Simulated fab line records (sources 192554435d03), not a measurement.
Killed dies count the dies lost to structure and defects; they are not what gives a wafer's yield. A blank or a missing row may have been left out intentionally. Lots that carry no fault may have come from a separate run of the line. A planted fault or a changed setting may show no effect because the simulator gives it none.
Split-lot experiment + flow n5_finfet + 7 lots, 21 wafers read, on a route of 1938 steps

ON THE SPLIT
At N5_MIM_BOT_SPUTTER_00 (material TiN, target thk 35 nm, time 89.7 s), the setting time_s was moved away from the recipe's 89.7 s on 6 of the 21 wafers read, by +4.4% to +13.2%. All remaining wafers had this setting at the recipe value.

The reading comes from the split's own step.

THE READING
TiN_of_MIM_BOT_SPUTTER_00.thk_nm (the simulator's own value, which no gauge read), in nm, at N5_MIM_BOT_SPUTTER_00 (material TiN, target thk 35 nm, time 89.7 s). The file does not state a usual value for it. Here, 15 wafers ran the recipe; their average is 35.0 nm with a standard deviation of 0.35 nm.

| wafer  | tool, chamber at the split | time_s as run, s | against the recipe | TiN_of_MIM_BOT_SPUTTER_00.thk_nm, nm | against lot-mates on the recipe |
|--------|----------------------------|------------------|--------------------|--------------------------------------|---------------------------------|
| L079.3 | pvd_sputter-02, -          | 89.7             | recipe             | 35.2                                 | -                               |
| L079.5 | pvd_sputter-02, -          | 89.7             | recipe             | 34.8                                 | -                               |
| L079.6 | pvd_sputter-02, -          | 89.7             | recipe             | 35                                   | -                               |
| L085.2 | pvd_sputter-03, -          | 100.2            | +11.7%             | 39                                   | +4.0                            |
| L085.5 | pvd_sputter-03, -          | 89.7             | recipe             | 35.2                                 | -                               |
| L085.6 | pvd_sputter-03, -          | 89.7             | recipe             | 34.8                                 | -                               |
| L084.1 | pvd_sputter-02, -          | 89.7             | recipe             | 35.2                                 | -                               |
| L084.2 | pvd_sputter-02, -          | 101.5            | +13.2%             | 39                                   | +4.0                            |
| L084.6 | pvd_sputter-02, -          | 89.7             | recipe             | 34.8                                 | -                               |
| L091.1 | pvd_sputter-03, -          | 101.4            | +13.0%             | 39.6                                 | +4.5                            |
| L091.4 | pvd_sputter-03, -          | 89.7             | recipe             | 35.2                                 | -                               |
| L091.5 | pvd_sputter-03, -          | 89.7             | recipe             | 35                                   | -                               |
| L092.3 | pvd_sputter-03, -          | 89.7             | recipe             | 34                                   | -                               |
| L092.4 | pvd_sputter-03, -          | 89.7             | recipe             | 35.2                                 | -                               |
| L092.5 | pvd_sputter-03, -          | 97.77            | +9.0%              | 38                                   | +3.4                            |
| L097.1 | pvd_sputter-03, -          | 93.65            | +4.4%              | 36.4                                 | +2.0                            |
| L097.2 | pvd_sputter-03, -          | 93.65            | +4.4%              | 37                                   | +2.6                            |
| L097.4 | pvd_sputter-03, -          | 89.7             | recipe             | 34.4                                 | -                               |
| L096.2 | pvd_sputter-03, -          | 89.7             | recipe             | 35.2                                 | -                               |
| L096.3 | pvd_sputter-03, -          | 89.7             | recipe             | 35.4                                 | -                               |
| L096.4 | pvd_sputter-03, -          | 89.7             | recipe             | 35                                   | -                               |

FIT RESULTS
A straight line over all 21 wafers: TiN_of_MIM_BOT_SPUTTER_00.thk_nm changes by +0.337 nm for each +1% of time_s; r = +0.98; the points scatter about the line by 0.35 nm.
The same after taking each lot's own level away (the mean of its wafers on the recipe; 21 wafers): +0.342 nm for each +1%; r = +0.97; scatter 0.38 nm.
According to that fit, moving time_s by its largest amount changes the reading by 4.5 nm.
Measured against the standard deviation above, the lots' own levels, which go from 34.40 to 35.20 nm, span 2.3 times it.
The two slopes agree, so the slope changes little with the lot-to-lot level.
Check: for one of the wafers moved furthest among these (+13.2%), held out of the fit, the line's prediction against its lot-mates is +4.8 nm. It came out at +4 nm against them.

THESE WAFERS: OTHER SPLITS
Other splits were also applied to these wafers ahead of the reading. Each is held against what the fit with the lots' levels taken away leaves over:
| other split on the same wafers | wafers away from the commonest value | r with TiN_of_MIM_BOT_SPUTTER_00.thk_nm (lot level and that fit taken away) |
|--------------------------------|--------------------------------------|-----------------------------------------------------------------------------|
| N5_BEOL_M14_EXPOSE_07 dose_mj  | 5                                    | -0.48                                                                       |
| N5_BEOL_M14_EXPOSE_25 dose_mj  | 8                                    | -0.11                                                                       |
| N5_BEOL_M14_DESCUM_33 time_s   | 6                                    | +0.02                                                                       |

FILE'S OWN FIT
TiN_of_MIM_BOT_SPUTTER_00.thk_nm changes by +0.343 nm for each +1% of time_s, r = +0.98.
